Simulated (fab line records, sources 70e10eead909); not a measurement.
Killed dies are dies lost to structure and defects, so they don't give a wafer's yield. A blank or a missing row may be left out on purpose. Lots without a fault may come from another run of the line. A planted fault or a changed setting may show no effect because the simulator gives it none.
Chamber matching | flow nand_harc | NHARC_A_BONDPAD_CMP_19 on cmp-01: 4 sister chambers
The step polishes, t overpolish 30 s, cu recess touch 16 s, target thk 169.82 nm. 8 wafers are shown with their chamber, then 7 later ones without.

WAFERS WITH THEIR CHAMBER
wafer  | chamber | motor_current_A (A) | overpolish_run_s (s)
L322.2 | 1       | 12.7                | 30.011
L323.1 | 1       | 12.0                | 29.992
L323.4 | 3       | 9.9                 | 29.995
L325.1 | 0       | 14.1                | 30.011
L325.2 | 3       | 10.0                | 30.015
L325.4 | 2       | 11.3                | 30.001
L324.2 | 2       | 12.1                | 30.008
L324.5 | 0       | 14.5                | 29.996

WAFERS WITHOUT THEIR CHAMBER
wafer  | motor_current_A (A) | overpolish_run_s (s)
L324.6 | 12.1                | 30.005
L329.1 | 12.1                | 29.990
L329.3 | 13.5                | 30.014
L329.5 | 13.6                | 29.988
L327.1 | 11.9                | 30.002
L327.5 | 11.1                | 30.003
L327.6 | 10.2                | 30.011

WHICH CHAMBER EACH WENT THROUGH
wafer  | from the rows above          | in truth
L324.6 | can't be placed: 1 or 2      | 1
L329.1 | can't be placed: 1 or 2      | 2
L329.3 | can't be placed: 0 or 1      | 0
L329.5 | can't be placed: 0 or 1      | 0
L327.1 | can't be placed: 2 or 1      | 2
L327.5 | can't be placed: 2 or 3 or 1 | 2
L327.6 | 3                            | 3
Placed correctly: 1 of 7. Can't be placed from these rows: 6 (the true chamber is among the candidates in 6). Placed wrongly: 0.
How it was worked out, from the rows above alone: a wafer's distance from a chamber is the root of the sum, over the readings, of the square of ((its reading less the chamber's mean) divided by the reading's scatter). The wafer belongs to the nearest chamber; if the next one is less than 2 further off, it can't be placed. A chamber's mean is the mean of its shown wafers. The scatter: the root of (the sum of the squares of (reading less its chamber's mean) over the shown wafers, divided by (wafers less chambers)).
